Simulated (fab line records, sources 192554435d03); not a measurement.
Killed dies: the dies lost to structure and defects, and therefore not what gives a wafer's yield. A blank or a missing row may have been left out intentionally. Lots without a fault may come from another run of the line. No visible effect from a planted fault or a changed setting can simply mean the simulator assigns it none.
Which of the tools did it? | flow n5_finfet | 9 lots with 27 wafers sampled at 5 steps, on a route of 1938 steps

== WHAT EACH GAUGE READ, for each wafer ==
N5_BEOL_M4_RC_MEAS_101.
lot  | measured     | on        | DIBL_N (mV/V)  | DIBL_P (mV/V)  | IOFF_N (nA/um)    | IOFF_P (nA/um) | ION_N (uA/um) | ION_P (uA/um) | SS_N (mV/dec)  | SS_P (mV/dec)  | VT_N (mV)         | VT_P (mV)
L384 | day 11 04:26 | prober-02 | 32.7 35.9 36.7 | 32.2 34.8 36.0 | 0.103 0.140 0.152 | 0.16 0.19 0.20 | 668 672 678   | 463 457 458   | 70.7 70.7 70.6 | 72.2 73.0 73.6 | 255.7 251.5 250.0 | -256 -255 -251
L389 | day 12 12:19 | prober-01 | 32.5 35.8 33.1 | 32.9 37.7 34.8 | 0.102 0.158 0.113 | 0.15 0.21 0.17 | 657 673 662   | 452 465 463   | 70.8 71.1 70.6 | 71.7 73.0 72.3 | 255.7 249.3 252.1 | -254 -248 -254
L390 | day 12 18:04 | prober-02 | 35.3 37.6 35.9 | 34.8 36.5 35.5 | 0.139 0.168 0.142 | 0.19 0.21 0.19 | 680 674 670   | 463 459 453   | 71.2 72.3 71.2 | 73.5 73.3 73.5 | 248.6 250.2 251.0 | -253 -250 -254
L383 | day 13 19:13 | prober-01 | 34.5 36.8 37.0 | 35.1 38.3 39.3 | 0.143 0.181 0.202 | 0.19 0.23 0.26 | 664 683 688   | 458 470 469   | 71.8 71.7 72.3 | 73.2 74.0 73.5 | 250.0 249.0 244.7 | -254 -251 -247
L399 | day 15 03:25 | prober-02 | 37.2 39.3 36.8 | 37.0 38.5 36.7 | 0.177 0.221 0.175 | 0.23 0.26 0.24 | 681 682 687   | 468 466 474   | 71.8 72.9 70.9 | 73.7 73.6 74.0 | 250.5 246.6 247.1 | -249 -246 -248
L400 | day 15 04:00 | prober-01 | 35.2 33.8 36.6 | 32.4 32.5 35.7 | 0.128 0.107 0.150 | 0.17 0.17 0.22 | 662 669 673   | 459 462 466   | 70.8 70.2 71.1 | 72.1 72.8 72.9 | 256.1 258.0 251.3 | -253 -255 -248
L401 | day 15 06:22 | prober-01 | 35.8 36.0 39.1 | 35.9 36.7 38.8 | 0.150 0.158 0.214 | 0.18 0.20 0.23 | 663 665 697   | 453 462 468   | 71.1 71.2 71.9 | 72.5 72.8 73.2 | 251.4 247.5 244.7 | -251 -249 -251
L402 | day 15 06:41 | prober-02 | 37.4 37.1 34.3 | 39.0 37.7 34.6 | 0.203 0.182 0.134 | 0.29 0.27 0.21 | 690 676 668   | 476 471 466   | 71.6 71.2 70.7 | 74.1 73.0 72.8 | 243.0 246.8 252.2 | -243 -244 -243
L404 | day 15 11:02 | prober-02 | 36.1 35.9 37.9 | 36.9 34.8 39.6 | 0.145 0.148 0.192 | 0.21 0.19 0.25 | 660 662 697   | 455 456 471   | 71.4 71.4 72.3 | 73.0 72.7 73.9 | 253.2 252.0 247.7 | -253 -252 -249

N5_BEOL_M6_INSPECT_30: inspects for defects (brightfield).
lot  | measured     | on                | raw_defect_count
L384 | day 11 22:41 | defect_inspect-01 | 412 506 392
L389 | day 13 07:00 | defect_inspect-02 | 452 389 405
L390 | day 13 13:53 | defect_inspect-01 | 402 629 383
L383 | day 14 16:53 | defect_inspect-02 | 533 558 449
L399 | day 15 21:25 | defect_inspect-02 | 282 271 324
L400 | day 16 00:52 | defect_inspect-02 | 326 397 296
L401 | day 15 21:41 | defect_inspect-01 | 357 349 274
L402 | day 16 04:39 | defect_inspect-02 | 324 334 430
L404 | day 16 06:48 | defect_inspect-02 | 476 405 379

N5_BEOL_M7_THK_MEAS_01.
lot  | measured     | on            | M7_ILD_THK (nm)
L384 | day 12 03:13 | film_metro-02 | 157.0 153.6 156.0
L383 | day 14 20:16 | film_metro-01 | 153.2 151.1 153.6
L399 | day 16 02:12 | film_metro-02 | 154.0 155.3 156.7
L400 | day 16 05:43 | film_metro-01 | 152.4 151.1 154.6
L401 | day 16 02:26 | film_metro-02 | 153.3 152.7 154.9
L402 | day 16 09:07 | film_metro-02 | 147.8 150.8 156.3
L404 | day 16 11:55 | film_metro-01 | 151.1 153.2 154.1

== TOOL THAT RAN EACH LOT (tool first, then ch and the chambers of the sampled wafers, then the start) ==
lot  | N5_BEOL_M6_ALD_77                   | N5_BEOL_M6_CMP_52
L384 | ald_metal-02 ch 1,2,3, day 12 00:00 | cmp-04 ch 0,1,3, day 12 02:14
L389 | ald_metal-02 ch 0,1,3, day 13 08:08 | cmp-01 ch 0,2,3, day 13 09:11
L390 | ald_metal-04 ch 0,1,2, day 13 15:03 | cmp-01 ch 1,3, day 13 17:44
L383 | ald_metal-02 ch 0,2,3, day 14 18:09 | cmp-03 ch 0,1,3, day 14 19:14
L399 | ald_metal-01 ch 0,2,3, day 15 23:37 | cmp-03 ch 1,2,3, day 16 01:06
L400 | ald_metal-01 ch 0,1,2, day 16 02:05 | cmp-04 ch 0,1,2, day 16 04:41
L401 | ald_metal-04 ch 1,2, day 15 23:44   | cmp-01 ch 0,2,3, day 16 01:22
L402 | ald_metal-02 ch 1,2, day 16 06:01   | cmp-03 ch 0,1, day 16 08:05
L404 | ald_metal-04 ch 1,2,3, day 16 09:32 | cmp-04 ch 0,1,2, day 16 10:55
- N5_BEOL_M6_ALD_77: deposits TaN, target thk 2 nm, pulse time 2 s, purge time 3 s.
- N5_BEOL_M6_CMP_52: polishes, stops on SiCOH lowk, t overpolish 6.9 s, target thk 80 nm.

== AS READ BY THE TOOLS THEMSELVES (means over the sampled wafers that have a number; for cases with no such wafer, the mark the record gives instead) ==
N5_BEOL_M6_ALD_77.
lot  | tool         | chamber_pressure_Torr (Torr) | heater_power_w (W) | precursor_vessel_temp_c (C)
L384 | ald_metal-02 | 3.008                        | 430                | 75.06
L389 | ald_metal-02 | -                            | -                  | -
L390 | ald_metal-04 | -                            | -                  | -
L383 | ald_metal-02 | 3.000                        | 437                | 75.10
L399 | ald_metal-01 | 3.004                        | 389                | 74.85
L400 | ald_metal-01 | 2.992                        | 413                | 75.03
L401 | ald_metal-04 | 3.003                        | 404                | 74.96
L402 | ald_metal-02 | 3.002                        | 429                | 74.98
L404 | ald_metal-04 | 3.000                        | 376                | 75.06

N5_BEOL_M6_CMP_52.
lot  | tool   | barrier_field_endpoint_s (s) | edge_zone_pressure_frac | motor_current_A (A)
L384 | cmp-04 | 29.5                         | 0.994                   | 6.0
L389 | cmp-01 | 26.2                         | 0.999                   | 6.4
L390 | cmp-01 | 26.8                         | 1.000                   | 6.0
L383 | cmp-03 | 29.3                         | 0.996                   | 6.1
L399 | cmp-03 | 28.5                         | 1.003                   | 6.5
L400 | cmp-04 | 29.4                         | 1.002                   | 5.8
L401 | cmp-01 | 29.5                         | 1.001                   | 6.2
L402 | cmp-03 | 28.8                         | 0.998                   | 6.2
L404 | cmp-04 | 30.2                         | 1.002                   | 5.6

== THE ANSWER, worked out from the rows above alone ==
Rule: usual is defined by the lots themselves. The widest of any qualifying gaps counts: lots, ordered by their means at a reading, are off when they make up no more than a third of the lots, leave a main group of 4 or more, and stand apart from it by 3 or more times the standard deviation of that group's means. The tables above print the reading to a certain number of digits; a main group whose means all agree to those digits is not used. Also off: a lot with no number at a reading for which 4 or more lots have one. The other lots that the step has rows for count as sound. First the gauges in route order, then the tools' own readings, where a lot's mean is used as printed above. The first step at which some lot is off is used, and at that step the reading that is off furthest; a lot without a number counts as furthest.
Off, at N5_BEOL_M6_ALD_77 on chamber_pressure_Torr: L389, L390. Without a number there: L389, L390. For the main group the mean is 3.001 Torr and the standard deviation 0.0046.
If a tool, at that step or one of the process steps before it, ran each lot that is off and ran no sound lot following the first of them, it fits. Of those tried, none fits.

== WHAT WAS PUT IN BY THE SIMULATOR ==
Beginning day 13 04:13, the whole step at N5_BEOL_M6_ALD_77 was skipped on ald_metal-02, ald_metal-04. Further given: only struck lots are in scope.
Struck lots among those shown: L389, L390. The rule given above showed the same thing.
